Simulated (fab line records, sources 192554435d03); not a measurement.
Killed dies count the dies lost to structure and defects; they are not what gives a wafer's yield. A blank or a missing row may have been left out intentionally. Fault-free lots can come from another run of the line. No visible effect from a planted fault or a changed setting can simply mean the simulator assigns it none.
Check for tools in common ; flow n5_finfet ; Sample size 8 lots and 24 wafers

== REASON IT WAS OPENED ==
Flagged at N5_BEOL_M3_OCD_MEAS_38: reading trench_depth_nm, on 2 of 8 lots. No-fault wafers: 55.5 nm, standard deviation 1.
Rule: a lot is flagged in two cases, either no wafer of it has a number, or all its wafers with numbers fall more than 4 standard deviations from that mean. The rest of the lots are taken to be sound.

lot;measured;on;trench_depth_nm (nm), wafer by wafer;flag
L521;day 8 22:04;ocd-01;54.8 54.6 56.0;
L522;day 9 12:06;ocd-02;57.0 54.8 53.5;
L525;day 9 16:23;ocd-02;48.4 50.7 49.1;FLAGGED
L528;day 10 22:07;ocd-02;51.3 49.9 50.3;FLAGGED
L532;day 11 15:06;ocd-01;55.3 56.6 55.6;
L535;day 13 01:01;ocd-02;55.0 57.1 55.1;
L537;day 13 03:53;ocd-01;57.2 54.4 57.0;
L538;day 13 07:26;ocd-01;54.8 56.2 54.9;
Average over the flagged lots: 50.0 nm; offset from the usual -5.5 nm, equal to -6 standard deviations.

== WHICH TOOL EACH LOT WENT THROUGH ==
The record holds 3 process steps before the reading, out of a route of 1938 steps. Every cell lists first the tool, next ch and the chambers used by the sampled wafers, and last the start.
lot;flag;N5_BEOL_M3_ETCH_63;N5_BEOL_M3_TRENCH_ETCH_37;N5_BEOL_M3_STRIP_97
L521;;rie_diel-05 ch 0,2,3, day 8 18:34;rie_diel-04 ch 0,3, day 8 21:55;rie_diel-04 ch 0,3, day 8 22:04 or earlier
L522;;rie_diel-04 ch 1,2,3, day 9 01:49;rie_diel-03 ch 0,2,3, day 9 11:57;rie_diel-03 ch 0,2,3, day 9 12:06 or earlier
L525;FLAGGED;rie_diel-03 ch 1,2,3, day 9 12:54;rie_diel-03 ch 0,1,2, day 9 16:14;rie_diel-03 ch 0,1,2, day 9 16:23 or earlier
L528;FLAGGED;rie_diel-03 ch 0,1,2, day 10 17:04;rie_diel-03 ch 1,3, day 10 21:57;rie_diel-03 ch 1,3, day 10 22:07 or earlier
L532;;rie_diel-04 ch 1,2,3, day 11 08:44;rie_diel-04 ch 0,1,2, day 11 14:57;rie_diel-04 ch 0,1,2, day 11 15:06 or earlier
L535;;rie_diel-03 ch 1,2,3, day 12 14:58;rie_diel-04 ch 0,1,3, day 13 00:52;rie_diel-04 ch 0,1,3, day 13 01:01 or earlier
L537;;rie_diel-05 ch 0,3, day 12 18:24;rie_diel-03 ch 0,1, day 13 03:44;rie_diel-03 ch 0,1, day 13 03:53 or earlier
L538;;rie_diel-03 ch 0,1,3, day 13 05:24;rie_diel-05 ch 0,2, day 13 07:17;rie_diel-05 ch 0,2, day 13 07:26 or earlier
What is done by these steps:
- N5_BEOL_M3_ETCH_63: etches SiARC in CF4, target depth 15.6 nm, time 26 s.
- N5_BEOL_M3_TRENCH_ETCH_37: etches SiOC in C4F6/O2, target depth 55.555 nm, time 29.2 s.
- N5_BEOL_M3_STRIP_97: strips in N2/H2, time 10 s.
- N5_BEOL_M3_OCD_MEAS_38

== FLAGGED OVER TOTAL, TOOL BY TOOL (the gauges that took the reading come last) ==
step;tool;lots run;flagged;share of the flagged lots;sound lots run after its first flagged lot
N5_BEOL_M3_ETCH_63;rie_diel-03;4;2;all;2 (L535,L538)
N5_BEOL_M3_ETCH_63;rie_diel-04;2;0;none;-
N5_BEOL_M3_ETCH_63;rie_diel-05;2;0;none;-
N5_BEOL_M3_TRENCH_ETCH_37;rie_diel-03;4;2;all;1 (L537)
N5_BEOL_M3_TRENCH_ETCH_37;rie_diel-04;3;0;none;-
N5_BEOL_M3_TRENCH_ETCH_37;rie_diel-05;1;0;none;-
N5_BEOL_M3_STRIP_97;rie_diel-03;4;2;all;1 (L537)
N5_BEOL_M3_STRIP_97;rie_diel-04;3;0;none;-
N5_BEOL_M3_STRIP_97;rie_diel-05;1;0;none;-
N5_BEOL_M3_OCD_MEAS_38;ocd-01;4;0;none;-
N5_BEOL_M3_OCD_MEAS_38;ocd-02;4;2;all;1 (L535)
Because N5_BEOL_M3_STRIP_97 lacks a start for some lots, the hours and order of its lots are taken from N5_BEOL_M3_OCD_MEAS_38.

== WHAT THE TABLE ALLOWS ==
4 rows of the table ran every flagged lot: rie_diel-03 at N5_BEOL_M3_ETCH_63, rie_diel-03 at N5_BEOL_M3_TRENCH_ETCH_37, rie_diel-03 at N5_BEOL_M3_STRIP_97, ocd-02 at N5_BEOL_M3_OCD_MEAS_38.
- rie_diel-03 at N5_BEOL_M3_ETCH_63 ran 4 lots, 2 of them flagged. Sound lots followed the first flagged one (L535, L538) on it, something a lasting fault affecting the whole tool could not allow.
- rie_diel-03 at N5_BEOL_M3_TRENCH_ETCH_37 ran 4 lots, 2 of them flagged. Sound lots followed the first flagged one (L537) on it, something a lasting fault affecting the whole tool could not allow. Its own readings (bias_w, rf_vpp_V) fall more than 4 standard deviations out on all wafers of the flagged lots.
- rie_diel-03 at N5_BEOL_M3_STRIP_97 ran 4 lots, 2 of them flagged. Sound lots followed the first flagged one (L537) on it, something a lasting fault affecting the whole tool could not allow.
- ocd-02 at N5_BEOL_M3_OCD_MEAS_38 ran 4 lots, 2 of them flagged. Sound lots followed the first flagged one (L535) on it, something a lasting fault affecting the whole tool could not allow.
There is no row in the table that ran each flagged lot and no sound lot after the first.

== WHAT WAS PUT IN BY THE SIMULATOR ==
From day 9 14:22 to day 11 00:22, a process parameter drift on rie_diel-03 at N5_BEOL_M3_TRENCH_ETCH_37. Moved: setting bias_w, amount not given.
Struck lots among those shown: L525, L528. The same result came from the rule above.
